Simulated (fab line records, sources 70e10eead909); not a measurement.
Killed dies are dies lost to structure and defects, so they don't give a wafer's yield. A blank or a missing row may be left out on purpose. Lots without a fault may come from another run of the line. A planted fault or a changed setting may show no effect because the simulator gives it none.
Problem report in the 8D (eight disciplines) form, filled by code | flow nand_harc | the parts of the form that need people (team, actions taken, sign-off) are left out

1. THE PROBLEM
thk_nm at NHARC_A_ONON_D2_THK_MEAS_08 reads a mean of 281 nm on 6 wafers of 2 lots; wafers without a fault read 998 nm with a standard deviation of 6.8. That is -99 or more standard deviations from the usual mean.
The step: measures by ellipsometry.
First seen on wafer L154.1, day 16 14:53, on film_metro-01. The record holds 39 wafers of 13 lots with a number at this step. Rule for "out", or "out of limits": more than 4 standard deviations from the usual mean. The other wafers with a number count as sound.

2. WHAT IT IS AND WHAT IT IS NOT
question                    | is                           | is not
which readings at this step | thk_nm                       | -
which lots                  | L154, L155                   | L144, L145, L156, L157, L158, L159, L160, L162, L163, L165, L166
which wafers of those lots  | all that have a number       | -
read on which gauges        | film_metro-01, film_metro-02 | -
when                        | from day 16 14:53            | up to then (6 sound wafers); but 27 sound wafers of L156, L157, L158, L159, L160, L162, L163, L165, L166 came after

3. SUSPECTS, AND WHAT RULES EACH OUT
Counting: a tool at a process step up to the reading stays a suspect if it ran every lot that is out and no sound lot after the first of them.
- the gauge at NHARC_A_ONON_D2_THK_MEAS_08: ruled out. The wafers that are out were read on 2 gauges (film_metro-01, film_metro-02).
- rie_si-06 at NHARC_A_DECK1_JOINT_ETCHBACK_07 (etches the open film in HBr, target depth 105 nm, time 26.9 s): ruled out as a lasting fault. Sound lots L159, L160, L162 ran on it after its first lot that is out, L154 (day 15 00:16).
- pecvd_onon-01 at NHARC_A_ONON_D2_DEP_06 (target thk 1000 nm): ruled out as a lasting fault. Sound lots L166, L165 ran on it after its first lot that is out, L154 (day 16 14:23).
Left after counting: nothing in the record.

4. THE CAUSE (what the simulator had put in)
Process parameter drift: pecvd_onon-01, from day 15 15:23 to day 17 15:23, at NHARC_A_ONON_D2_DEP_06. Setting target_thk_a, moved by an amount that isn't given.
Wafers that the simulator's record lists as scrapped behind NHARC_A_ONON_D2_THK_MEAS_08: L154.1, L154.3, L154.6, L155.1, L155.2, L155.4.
Counting ruled it out, wrongly: the rule takes a fault to strike every lot that its tool runs from its start on, and this one did not.

5. THE CHAIN OF EFFECTS, in route order
Each row: a reading whose mean over the struck wafers that have a number lies more than 3 standard deviations from the usual. Only readings for which the record gives a usual standard deviation are gone through. hours: the time from each lot's start at the first step in this table that gives one to its start at this step, as a median over the lots. sigmas: the change in usual standard deviations.
hours | step                        | reading | usual  | on struck wafers | change | sigmas
0     | NHARC_A_ONON_D2_THK_MEAS_08 | thk_nm  | 998 nm | 281              | -717   | -99 or more

6. WHAT WOULD HAVE CAUGHT IT SOONER
In this record the first reading out of limits at a measuring or inspecting step was taken at day 16 14:53, 24 hours after the fault began at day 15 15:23.
Of the tool readings at NHARC_A_ONON_D2_DEP_06 for which the record gives a usual standard deviation, none was out on any struck wafer, so an alarm limit of 4 standard deviations on them would not have fired.
